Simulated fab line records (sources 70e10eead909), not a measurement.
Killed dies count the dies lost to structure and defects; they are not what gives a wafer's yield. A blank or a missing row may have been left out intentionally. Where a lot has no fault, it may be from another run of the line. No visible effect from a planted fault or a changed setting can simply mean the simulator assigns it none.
fab line records	flow nandHarc
[record] lots = 12	wafers = 36	lastDay = 34
route steps=1302 shown P_GATE@187 P_CONTACT@240 END@1302
lots that met no fault: taken from a fault-free run of the same line
startH: start of the lot's first displayed wafer, in hours after the record's first day	waitH: hours since the lot's step before	" as in the row above	L1.1+2: one row covering several wafers at once	- value missing, or start not given	* or withheld: withheld	< > ~ a bound
route shown NAME@n: a module of which the file shows steps, and the number in the route of the first	usual: mean/standard deviation of fault-free wafers	same: alike in all rows	chamber/n: place in a boat	sites: per-site readings	_std_site: their standard deviation	_edge_site: the outer-site mean with the inner-site mean subtracted	radiusMm: for every site, how far away it sits from the centre of the wafer	mask NAME#n: copy n	behind: the most recent tool/chamber to have shaped the wafer	hold: reason for holding the lot/hours on hold/outcome of the hold	device: names the non-switching transistor (n, p or np)	end of line: the route-end tests of the same wafers	a step given without rows: its recipe and nothing more	killed: the dies lost at the first sort to structure and to defects; this is not the yield of the wafer	map: a wafer's dies, x killed, . not, _ none there
set.NAME: the setting the step ran with; set.NAME@STEP: the setting that earlier step ran with	model.NAME: the simulator's own value behind a step, which no gauge read
steps of the route over a sample of lots; a table a step, a row a wafer
services: from which hour (startH, from the record's first day; less than 0 if before it) a tool's chamber was out of use, for how many hours, and why
[[steps]]
[step NHARC_P_GATE_DESCUM_61]
[recipe] timeS = 3	o2FlowSccm = 200	arFlowSccm = 0	biasPowerW = 0	chemistry = O2
[usual] drypumpMotorCurrentA = 5.8/0.46	oesProductAu = 0.998/0.0073	rfVppV = 57.8/0.86	showerheadPlenumPTorr = 1.92/0.091	throttleValvePct = 11.311/0.0096
[same] biasPowerW = 0
lot.wafer	tool	chamber	startH	waitH	drypumpMotorCurrentA	oesProductAu	rfHoursCounterH	rfVppV	showerheadPlenumPTorr	throttleValvePct
L947.3	rieDiel-02	3	127.54	-	5.4	0.988	5	58.9	1.80	11.308
L947.2	"	1	"	"	6.0	0.996	4	58.3	2.05	11.334
L947.5	"	3	"	"	5.4	0.989	-	57.7	1.80	11.306
L951.1	rieDiel-03	3	157.55	-	5.6	1.001	3	57.3	1.79	11.306
L951.2	"	0	"	"	5.8	0.987	3	57.5	1.94	11.297
L951.4	"	1	"	"	4.7	1.010	3	57.9	2.01	11.315
L952.1	rieDiel-03	2	168.23	-	6.6	1.006	3	57.7	2.02	11.308
L952.3	"	3	"	"	5.6	1.010	3	57.5	1.78	11.308
L952.5	"	2	"	"	6.6	0.996	-	58.3	2.02	11.319
L957.3	rieDiel-13	3	218.58	-	6.2	0.997	2	56.1	1.85	11.312
L957.1	"	0	"	"	5.9	0.998	2	56.6	1.98	11.312
L957.2	"	2	"	"	5.2	0.987	2	57.2	1.79	11.323
L958.3	rieDiel-02	1	228.14	-	6.0	1.003	0	58.9	2.05	11.314
L958.4	"	2	"	"	5.7	0.996	0	57.0	1.88	11.326
L958.6	"	0	"	"	6.3	0.989	-	57.1	1.97	11.318
L960.4	rieDiel-02	1	259.94	-	6.0	0.998	1	58.9	2.05	11.303
L960.2	"	3	"	"	5.4	0.997	1	58.5	1.80	11.320
L960.5	"	1	"	"	6.0	1.001	-	58.3	2.05	11.319
L962.4	rieDiel-02	2	273.19	-	5.7	0.993	1	56.6	1.88	11.314
L962.3	"	0	"	"	6.3	0.994	1	56.3	1.97	11.293
L962.6	"	1	"	"	6.0	0.998	-	58.3	2.05	11.318
L963.4	rieDiel-13	0	286.87	-	5.9	0.993	6	58.1	1.97	11.325
L963.3	"	3	"	"	6.2	1.010	7	57.3	1.85	11.334
L963.6	"	1	"	"	6.1	0.999	-	58.6	1.93	11.317
L966.4	rieDiel-13	0	309.91	-	5.9	0.986	8	57.0	1.97	11.286
L966.2	"	1	"	"	6.1	0.992	7	57.1	1.93	11.329
L966.6	"	0	"	"	5.9	0.986	-	58.2	1.97	11.304
L967.2	rieDiel-13	3	322.69	-	6.2	1.002	10	58.8	1.85	11.303
L967.4	"	0	"	"	5.9	1.007	9	58.0	1.97	11.286
L967.6	"	3	"	"	6.2	0.990	-	56.2	1.85	11.319
L968.2	rieDiel-03	2	337.51	-	6.6	0.996	3	58.7	2.02	11.314
L968.1	"	3	"	"	5.6	1.002	3	58.4	1.78	11.308
L968.3	"	1	"	"	4.7	0.997	4	57.4	2.00	11.309
L969.4	rieDiel-03	0	344.12	-	5.8	1.004	1	57.8	1.94	11.292
L969.2	"	2	"	"	6.6	1.002	4	58.8	2.02	11.310
L969.6	"	0	"	"	5.8	1.003	-	57.1	1.94	11.323
[step NHARC_P_GATE_CD_MEAS_91]
[recipe] targetCdNm = 2000	landingEnergyEv = 500
[usual] cdNm = 1999.8/1.5
lot.wafer	tool	chamber	startH	waitH	cdNm
L947.2	cdSem-01	0	129.09	-	2001.6
L947.3	"	0	"	"	2002.2
L947.5	"	0	"	"	2003.2
L951.1	cdSem-03	0	160.42	-	2000.5
L951.2	"	0	"	"	2000.8
L951.4	"	0	"	"	2001.9
L952.1	cdSem-03	0	169.78	-	2000.6
L952.3	"	0	"	"	2000.0
L952.5	"	0	"	"	2001.2
L957.1	cdSem-01	0	220.13	-	2000.0
L957.2	"	0	"	"	2003.4
L957.3	"	0	"	"	1999.6
L958.3	cdSem-03	0	229.69	-	2000.1
L958.4	"	0	"	"	1999.6
L958.6	"	0	"	"	1999.4
L960.2	cdSem-03	0	261.36	-	1998.8
L960.4	"	0	"	"	2000.7
L960.5	"	0	"	"	2001.0
L962.3	cdSem-02	0	274.61	-	1999.9
L962.4	"	0	"	"	2000.0
L962.6	"	0	"	"	2000.4
L963.3	cdSem-03	0	288.42	-	2002.6
L963.4	"	0	"	"	2002.4
L963.6	"	0	"	"	2000.8
L966.2	cdSem-02	0	311.45	-	1999.8
L966.4	"	0	"	"	1998.7
L966.6	"	0	"	"	2000.1
L967.2	cdSem-01	0	324.11	-	2000.0
L967.4	"	0	"	"	2001.3
L967.6	"	0	"	"	1999.0
L968.1	cdSem-01	0	338.96	-	2001.3
L968.2	"	0	"	"	2000.2
L968.3	"	0	"	"	1999.3
L969.2	cdSem-03	0	345.55	-	2000.1
L969.4	"	0	"	"	1997.9
L969.6	"	0	"	"	1998.2
[step NHARC_P_GATE_STRIP_113]
[recipe] powerW = 1500	tempC = 110	timeS = 740	chemistry = N2/H2
[usual] drypumpMotorCurrentA = 5.9/0.58	heaterPowerW = 92/14
lot.wafer	tool	chamber	startH	waitH	drypumpMotorCurrentA	heaterPowerW	rfHoursCounterH
L947.2	plasmaAsher-02	0	129.61	0.2	6.2	113	8
L947.3	"	1	"	"	5.9	74	-
L947.5	"	0	"	"	6.2	114	-
L951.2	plasmaAsher-02	1	160.95	0.2	5.9	77	14
L951.1	"	0	"	"	6.2	111	14
L951.4	"	0	"	"	6.2	109	-
L952.1	plasmaAsher-02	1	170.43	0.3	5.9	74	18
L952.3	"	0	"	"	6.2	110	-
L952.5	"	1	"	"	5.9	75	-
L957.1	plasmaAsher-01	0	220.66	0.2	5.0	82	8
L957.2	"	1	"	"	6.5	95	8
L957.3	"	0	"	"	5.0	83	-
L958.4	plasmaAsher-01	1	230.45	0.3	6.5	95	-
L958.3	"	0	"	"	4.9	83	-
L958.6	"	0	"	"	4.9	85	-
L960.2	plasmaAsher-01	0	262.04	0.3	4.9	84	15
L960.4	"	0	"	"	4.9	82	-
L960.5	"	0	"	"	4.9	83	-
L962.3	plasmaAsher-01	0	275.37	0.4	4.9	83	-
L962.4	"	1	"	"	6.5	97	-
L962.6	"	0	"	"	4.9	83	-
L963.3	plasmaAsher-02	1	289.18	0.4	5.9	76	-
L963.4	"	0	"	"	6.2	117	-
L963.6	"	0	"	"	6.2	115	-
L966.2	plasmaAsher-01	0	311.97	0.2	4.9	83	26
L966.4	"	1	"	"	6.5	95	-
L966.6	"	0	"	"	4.9	83	-
L967.2	plasmaAsher-01	0	324.63	0.2	4.9	83	30
L967.4	"	0	"	"	4.9	82	-
L967.6	"	1	"	"	6.5	98	-
L968.1	plasmaAsher-02	1	339.49	0.2	5.9	75	15
L968.2	"	0	"	"	6.2	115	15
L968.3	"	0	"	"	6.2	111	-
L969.2	plasmaAsher-02	0	346.08	0.2	6.2	114	18
L969.4	"	0	"	"	6.2	110	-
L969.6	"	0	"	"	6.2	109	-
[step NHARC_P_CONTACT_ETCH_31]
[recipe] targetDepthA = 300	timeS = 85.7	ionEnergyEv = 120	overEtchFrac = 1	ch3fFlowSccm = 50	o2FlowSccm = 30	arFlowSccm = 200	rfW = 500	biasW = 100	chemistry = CH3F/O2
[usual] drypumpMotorCurrentA = 5.9/0.36	oesProductAu = 0.975/0.012	rfFwdPowerW = 496.0/1.7	rfVppV = 244.9/1.4	showerheadPlenumPTorr = 2.49/0.086	throttleValvePct = 20.662/0.0088
lot.wafer	tool	chamber	startH	waitH	drypumpMotorCurrentA	oesProductAu	rfFwdPowerW	rfHoursCounterH	rfVppV	showerheadPlenumPTorr	throttleValvePct
L947.2	rieDiel-12	0	134.84	-	5.5	0.986	494.6	1.4	245.6	2.53	20.666
L947.3	"	3	"	"	6.0	0.965	494.1	1.4	244.3	2.38	20.666
L947.5	"	0	"	"	5.5	0.979	494.6	-	245.2	2.53	20.666
L951.2	rieDiel-12	3	166.15	-	6.0	0.992	494.3	3.8	244.4	2.38	20.654
L951.1	"	2	"	"	5.8	0.970	492.2	3.9	243.9	2.43	20.648
L951.4	"	2	"	"	5.8	0.986	495.4	-	244.3	2.43	20.659
L952.1	rieDiel-12	1	175.40	-	6.1	0.963	497.7	5.1	245.3	2.52	20.655
L952.3	"	2	"	"	5.7	0.961	496.0	5.1	244.6	2.43	20.663
L952.5	"	3	"	"	6.0	0.956	495.8	-	242.9	2.38	20.670
L957.1	rieDiel-11	1	225.68	-	5.6	0.980	496.0	4.4	246.7	2.59	20.658
L957.2	"	2	"	"	5.8	0.684	494.4	4.2	247.1	2.56	20.666
L957.3	"	3	"	"	6.2	0.986	495.1	4.1	244.2	2.37	20.662
L958.3	rieDiel-11	1	235.20	-	5.5	0.956	494.4	5.0	246.3	2.59	20.666
L958.4	"	2	"	"	5.8	0.666	496.7	4.7	246.9	2.56	20.677
L958.6	"	1	"	"	5.5	0.967	494.7	-	245.0	2.59	20.658
L960.4	rieDiel-07	1	266.89	-	5.7	0.953	494.3	2.6	247.0	2.59	20.672
L960.2	"	2	"	"	5.1	0.982	500.1	3.0	243.1	2.47	20.660
L960.5	"	3	"	"	6.5	0.980	497.9	-	245.5	2.43	20.663
L962.3	rieDiel-07	0	280.61	-	6.1	0.979	497.2	3.7	242.8	2.35	20.662
L962.4	"	1	"	"	5.8	0.962	493.1	3.0	245.4	2.59	20.660
L962.6	"	3	"	"	6.5	0.973	496.8	-	244.1	2.43	20.660
L963.3	rieDiel-12	1	293.90	-	6.1	0.980	495.8	1.2	245.7	2.52	20.659
L963.4	"	3	"	"	6.0	0.988	496.1	1.0	242.3	2.37	20.651
L963.6	"	2	"	"	5.8	0.974	496.4	-	244.9	2.43	20.658
L966.2	rieDiel-11	3	317.08	-	6.2	0.968	494.8	2.1	243.3	2.37	20.661
L966.4	"	2	"	"	5.8	0.983	497.0	2.0	246.3	2.56	20.658
L966.6	"	0	"	"	6.5	0.981	498.8	-	245.5	2.59	20.671
L967.2	rieDiel-07	2	329.87	-	5.0	0.959	497.4	0.9	244.6	2.47	20.660
L967.4	"	2	"	"	5.0	0.959	496.5	-	244.1	2.47	20.662
L967.6	"	3	"	"	6.5	0.967	497.5	-	244.5	2.43	20.665
L968.3	rieDiel-11	2	344.56	-	5.8	0.986	496.1	2.7	245.5	2.56	20.657
L968.2	"	0	"	"	6.4	1.003	500.2	2.8	247.2	2.59	20.657
L968.1	"	1	"	"	5.5	0.986	494.8	2.5	245.5	2.58	20.650
L969.4	rieDiel-12	3	351.47	-	6.0	0.956	496.2	3.7	243.1	2.37	20.653
L969.2	"	2	"	"	5.8	0.952	497.6	3.6	243.4	2.43	20.677
L969.6	"	0	"	"	5.5	0.959	497.9	-	246.4	2.52	20.662
[step NHARC_END_SORT_01]
[recipe] tempC = 25
[usual] killedAtArray = 52/19	killedAtOther = 0.8/1	killedAtPeriphery = 3.7/2.5	killedDies = 56/19	killedOpen = 3.5/2	killedShort = 2.2/1.4
[same] grossDies = 677
lot.wafer	tool	chamber	startH	waitH	killedAtArray	killedAtOther	killedAtPeriphery	killedDies	killedOpen	killedShort
L947.2	prober-02	0	571.12	2.8	26	2	1	29	4	6
L947.3	prober-02	0	571.92	3.1	14	0	2	16	0	1
L947.5	prober-02	0	573.52	3.7	31	1	2	34	5	1
L951.1	prober-02	0	596.73	2.5	56	0	3	59	0	1
L951.2	prober-02	0	597.53	2.8	32	0	3	35	6	2
L951.4	prober-02	0	599.13	3.4	46	0	0	46	3	2
L952.1	prober-01	0	605.22	2.5	52	1	6	59	5	4
L952.3	prober-01	0	606.81	3.1	52	0	4	56	4	2
L952.5	prober-01	0	608.40	3.7	40	0	6	46	1	0
L957.1	prober-02	0	664.67	2.5	58	0	2	60	5	3
L957.2	prober-02	0	665.48	2.8	36	0	1	37	3	0
L957.3	prober-02	0	666.29	3.1	54	1	4	59	5	2
L963.3	prober-02	0	741.83	3.1	61	0	4	65	8	1
L963.4	prober-02	0	742.63	3.4	75	1	3	79	1	6
L963.6	prober-02	0	744.24	4.0	74	2	3	79	7	3
L969.2	prober-02	0	804.64	2.8	24	1	0	25	2	2
L969.4	prober-02	0	806.22	3.4	30	1	2	33	2	4
L969.6	prober-02	0	807.80	3.9	19	1	7	27	5	2
L968.1	prober-01	0	824.12	2.5	73	1	6	80	3	3
L968.2	prober-01	0	824.93	2.8	74	0	6	80	3	1
L968.3	prober-01	0	825.74	3.1	56	0	3	59	4	3
// killed by level:class
L947.2 A_CHANNEL_HOLE_D2:chamberFilmFlake=7 A_CONTACT:chamberFilmFlake=5 A_SOURCE_PLATE:geometricParticle:short=1 A_ONON_D1:geometricParticle:short=1 A_CHANNEL_HOLE_D1:geometricParticle:open=1 A_CHANNEL_FILL_D1:geometricParticle:short=1 A_CHANNEL_FILL_D1:geometricParticle:open=1 A_ONON_D2:geometricParticle:open=1
L947.3 A_CHANNEL_HOLE_D2:chamberFilmFlake=6 A_CHANNEL_HOLE_D1:chamberFilmFlake=3 A_STAIRCASE:chamberFilmFlake=2 P_M0:geometricParticle:short=1 P_CONTACT:chamberFilmFlake=1 A_CHANNEL_FILL_D2:chamberFilmFlake=1 A_WL_FILL:chamberFilmFlake=1 A_CONTACT:chamberFilmFlake=1
L947.5 A_CHANNEL_HOLE_D2:chamberFilmFlake=14 A_STAIRCASE:chamberFilmFlake=5 A_CHANNEL_HOLE_D1:chamberFilmFlake=3 A_ONON_D1:geometricParticle:open=2 A_CONTACT:chamberFilmFlake=2 P_CONTACT:geometricParticle:open=1 A_CHANNEL_FILL_D1:geometricParticle:open=1 A_ONON_D2:geometricParticle:open=1
L951.1 A_CHANNEL_HOLE_D2:chamberFilmFlake=26 A_CHANNEL_HOLE_D1:chamberFilmFlake=19 A_CONTACT:chamberFilmFlake=5 A_CHANNEL_FILL_D1:chamberFilmFlake=2 A_CHANNEL_FILL_D1:geometricParticle:short=1 P_ZERO_WELL:chamberFilmFlake=1 P_STI:chamberFilmFlake=1 P_M2:chamberFilmFlake=1
L951.2 A_CHANNEL_HOLE_D1:chamberFilmFlake=10 A_CHANNEL_HOLE_D2:chamberFilmFlake=8 A_CONTACT:chamberFilmFlake=4 A_STAIRCASE:chamberFilmFlake=2 P_M0:geometricParticle:open=1 P_M0:geometricParticle:short=1 A_ONON_D1:geometricParticle:open=1 A_DECK1_JOINT:geometricParticle:open=1
L951.4 A_CHANNEL_HOLE_D1:chamberFilmFlake=24 A_CHANNEL_HOLE_D2:chamberFilmFlake=12 A_CHANNEL_FILL_D1:chamberFilmFlake=2 A_CONTACT:chamberFilmFlake=2 A_CHANNEL_HOLE_D1:geometricParticle:short=1 A_CHANNEL_FILL_D1:geometricParticle:short=1 A_ONON_D2:geometricParticle:open=1 A_WL_FILL:geometricParticle:open=1
L952.1 A_SLIT:chamberFilmFlake=26 A_CHANNEL_HOLE_D2:chamberFilmFlake=11 P_M2:chamberFilmFlake=3 A_CHANNEL_HOLE_D1:chamberFilmFlake=3 A_CONTACT:chamberFilmFlake=3 A_DECK1_JOINT:geometricParticle:short=2 P_STI:geometricParticle:open=1 A_ONON_D1:geometricParticle:open=1
L952.3 A_SLIT:chamberFilmFlake=29 A_CHANNEL_HOLE_D2:chamberFilmFlake=12 A_CHANNEL_HOLE_D1:chamberFilmFlake=3 P_M2:chamberFilmFlake=2 A_CONTACT:chamberFilmFlake=2 P_CONTACT:geometricParticle:open=1 A_ONON_D1:geometricParticle:open=1 A_ONON_D2:geometricParticle:short=1
L952.5 A_SLIT:chamberFilmFlake=26 A_CHANNEL_HOLE_D2:chamberFilmFlake=10 P_M2:chamberFilmFlake=4 A_CONTACT:chamberFilmFlake=2 P_M2:geometricParticle:open=1 P_STI:chamberFilmFlake=1 A_CHANNEL_HOLE_D1:chamberFilmFlake=1 A_STAIRCASE:chamberFilmFlake=1
L957.1 A_SLIT:chamberFilmFlake=32 A_CHANNEL_HOLE_D1:chamberFilmFlake=10 A_CONTACT:chamberFilmFlake=5 A_STAIRCASE:chamberFilmFlake=4 P_GATE:geometricParticle:open=1 P_CONTACT:geometricParticle:short=1 A_ONON_D1:geometricParticle:short=1 A_ONON_D2:geometricParticle:open=1
L957.2 A_SLIT:chamberFilmFlake=25 A_CHANNEL_HOLE_D1:chamberFilmFlake=3 A_STAIRCASE:chamberFilmFlake=3 A_CONTACT:chamberFilmFlake=2 A_DECK1_JOINT:geometricParticle:open=1 A_ONON_D2:geometricParticle:open=1 A_CHANNEL_FILL_D2:geometricParticle:open=1 P_GATE:chamberFilmFlake=1
L957.3 A_SLIT:chamberFilmFlake=23 A_CONTACT:chamberFilmFlake=10 A_STAIRCASE:chamberFilmFlake=7 P_ZERO_WELL:chamberFilmFlake=2 A_CHANNEL_HOLE_D1:chamberFilmFlake=2 A_CHANNEL_HOLE_D2:chamberFilmFlake=2 A_SGD_CUT:chamberFilmFlake=2 P_GATE:geometricParticle:open=1
L963.3 A_CHANNEL_HOLE_D2:chamberFilmFlake=30 A_CONTACT:chamberFilmFlake=9 A_CHANNEL_HOLE_D1:chamberFilmFlake=4 A_DECK1_JOINT:chamberFilmFlake=4 A_CONTACT:geometricParticle:open=2 A_CHANNEL_FILL_D1:chamberFilmFlake=2 A_SGD_CUT:chamberFilmFlake=2 P_CONTACT:geometricParticle:open=1
L963.4 A_CHANNEL_HOLE_D2:chamberFilmFlake=39 A_CHANNEL_HOLE_D1:chamberFilmFlake=14 A_CONTACT:chamberFilmFlake=7 A_SLIT:chamberFilmFlake=4 A_ONON_D1:geometricParticle:short=3 A_DECK1_JOINT:chamberFilmFlake=2 A_SGD_CUT:chamberFilmFlake=2 P_CONTACT:geometricParticle:short=1
L963.6 A_CHANNEL_HOLE_D2:chamberFilmFlake=29 A_CHANNEL_HOLE_D1:chamberFilmFlake=14 A_SLIT:chamberFilmFlake=9 A_CONTACT:chamberFilmFlake=6 A_SGD_CUT:geometricParticle:open=2 A_M0:geometricParticle:open=2 A_STAIRCASE:chamberFilmFlake=2 A_SGD_CUT:chamberFilmFlake=2
L969.2 A_CONTACT:chamberFilmFlake=11 A_SLIT:chamberFilmFlake=4 A_ONON_D1:geometricParticle:open=2 A_CHANNEL_HOLE_D1:chamberFilmFlake=2 A_STAIRCASE:chamberFilmFlake=2 A_DECK1_JOINT:geometricParticle:short=1 A_CHANNEL_FILL_D2:geometricParticle:short=1 A_CHANNEL_FILL_D1:chamberFilmFlake=1
L969.4 A_CONTACT:chamberFilmFlake=10 A_SLIT:chamberFilmFlake=9 A_CHANNEL_FILL_D2:geometricParticle:short=3 A_WL_FILL:chamberFilmFlake=3 P_M1:geometricParticle:open=1 A_DECK1_JOINT:geometricParticle:short=1 A_M1:geometricParticle:open=1 P_STI:chamberFilmFlake=1
L969.6 A_SLIT:chamberFilmFlake=6 A_CONTACT:chamberFilmFlake=4 A_CHANNEL_FILL_D1:chamberFilmFlake=3 P_STI:chamberFilmFlake=2 A_CHANNEL_HOLE_D2:chamberFilmFlake=2 P_ZERO_WELL:geometricParticle:open=1 P_GATE:geometricParticle:open=1 P_CONTACT:geometricParticle:open=1
L968.1 A_CHANNEL_HOLE_D2:chamberFilmFlake=40 A_CHANNEL_HOLE_D1:chamberFilmFlake=17 A_CONTACT:chamberFilmFlake=4 A_BLC:chamberFilmFlake=3 A_ONON_D2:geometricParticle:short=2 P_ZERO_WELL:chamberFilmFlake=2 P_STI:chamberFilmFlake=2 P_GATE:chamberFilmFlake=2
L968.2 A_CHANNEL_HOLE_D2:chamberFilmFlake=33 A_CHANNEL_HOLE_D1:chamberFilmFlake=21 A_SLIT:chamberFilmFlake=8 A_CONTACT:chamberFilmFlake=6 P_STI:chamberFilmFlake=5 P_M0:geometricParticle:open=1 A_SOURCE_PLATE:geometricParticle:open=1 A_ONON_D1:geometricParticle:short=1
L968.3 A_CHANNEL_HOLE_D2:chamberFilmFlake=28 A_CHANNEL_HOLE_D1:chamberFilmFlake=11 A_SLIT:chamberFilmFlake=5 A_BLC:chamberFilmFlake=3 P_GATE:geometricParticle:short=1 P_GATE:geometricParticle:open=1 A_ONON_D1:geometricParticle:short=1 A_CHANNEL_HOLE_D1:geometricParticle:open=1
[[services]]
tool	chamber	startH	hours	kind
rieDiel-03	-	104.30	9.0	pm
rieDiel-03	0	123.61	8.6	repair
plasmaAsher-02	-	125.88	1.2	repair
plasmaAsher-02	-	150.40	0.9	repair
rieDiel-12	3	155.98	4.1	repair
rieDiel-11	-	160.03	1.8	repair
rieDiel-12	0	161.09	21.0	repair
plasmaAsher-01	-	165.00	9.0	pm
rieDiel-13	-	165.00	9.0	pm
rieDiel-02	-	166.78	1.2	repair
rieDiel-03	2	173.13	9.6	repair
rieDiel-12	1	201.23	7.6	repair
rieDiel-13	3	203.33	7.7	repair
rieDiel-02	-	205.43	1.9	repair
rieDiel-03	2	212.08	4.4	repair
rieDiel-02	-	216.70	9.0	pm
plasmaAsher-02	-	249.04	9.0	pm
plasmaAsher-01	-	252.35	5.9	repair
rieDiel-11	-	255.50	9.0	pm
rieDiel-03	1	256.33	16.6	repair
rieDiel-12	-	268.40	9.0	pm
rieDiel-12	2	301.15	3.8	repair
plasmaAsher-02	-	303.95	10.4	repair
plasmaAsher-01	-	342.00	9.0	pm
[[key]]
[firstSign] step = NHARC_P_CONTACT_ETCH_31	reading = oesProductAu	direction = down	sigmas = 25	usual = 0.975	struck = 0.675
effect none on later readings
metAt NHARC_P_CONTACT_ETCH_31
struckLots L957,L958
struckWafers L957.2,L958.4
testerLeftOut L957,L958
notActingAt NHARC_P_GATE_DESCUM_61,NHARC_P_GATE_CD_MEAS_91,NHARC_P_GATE_STRIP_113
[fault] kind = processParameterDrift	tool = rieDiel-11	chamber = 2	onsetH = 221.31	steps = NHARC_P_CONTACT_ETCH_31	channel = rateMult	offset = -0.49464	shape = step	endH = 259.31
// testerLeftOut: of these lots the tester's yield and bins aren't shown, on N5 and GAA mostly nor the transistor test; their killed dies are dies lost to structure and defects alone, not to doping, threshold or leakage, so they don't give the yield
